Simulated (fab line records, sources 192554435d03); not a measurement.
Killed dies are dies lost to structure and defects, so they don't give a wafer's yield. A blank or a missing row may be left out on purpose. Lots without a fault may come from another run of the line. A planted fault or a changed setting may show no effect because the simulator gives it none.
Which tool did it? | flow n5_finfet | 11 lots, 33 wafers sampled, at 2 steps of a route of 1938

WHAT THE GAUGES READ, wafer by wafer
N5_BEOL_M5_INSPECT_58: inspects for defects (darkfield).
lot  | measured     | on                | raw_defect_count
L077 | day 8 17:11  | defect_inspect-01 | 74 116 102
L078 | day 9 09:11  | defect_inspect-01 | 70 35 93
L079 | day 10 03:46 | defect_inspect-02 | 68 54 58
L083 | day 11 03:15 | defect_inspect-02 | 56 59 57
L085 | day 11 07:50 | defect_inspect-01 | 108 73 75
L086 | day 11 19:01 | defect_inspect-01 | 92 55 64
L087 | day 12 02:43 | defect_inspect-01 | 124 70 52
L092 | day 13 04:34 | defect_inspect-01 | 42 36 55
L093 | day 13 11:33 | defect_inspect-02 | 54 58 70
L095 | day 14 00:20 | defect_inspect-01 | 66 62 32
L097 | day 14 07:32 | defect_inspect-02 | 103 137 62

WHICH TOOL RAN EACH LOT (tool, then ch and the chambers of the sampled wafers, then the start)
lot  | N5_BEOL_M5_SPUTTER_90
L077 | pvd_sputter-03, day 8 16:05
L078 | pvd_sputter-03, day 9 07:37
L079 | pvd_sputter-03, day 10 02:32
L083 | pvd_sputter-02, day 11 02:07
L085 | pvd_sputter-01, day 11 06:45
L086 | pvd_sputter-03, day 11 17:55
L087 | pvd_sputter-03, day 12 01:32
L092 | pvd_sputter-03, day 13 03:01
L093 | pvd_sputter-03, day 13 10:28
L095 | pvd_sputter-02, day 13 22:58
L097 | pvd_sputter-02, day 14 06:27
- N5_BEOL_M5_SPUTTER_90: material Cu, target thk 4.5 nm, time 8.29 s.

THE ANSWER, worked out from the rows above alone
Rule: what is usual is taken from the lots themselves. Put in order of their means at a reading, lots are off if they are a third of the lots or fewer, leave a main group of 4 or more, and stand apart from it by a gap of 3 or more times the standard deviation of the main group's means; of several such gaps the widest counts. A main group whose means are all the same, to the digits that the tables above print for the reading, isn't used. A lot without any number at a reading at which 4 lots or more have one is off too. The other lots that the step has rows for count as sound.
No lot is off at any reading shown: from this, nothing can be told.

WHAT THE SIMULATOR HAD PUT IN
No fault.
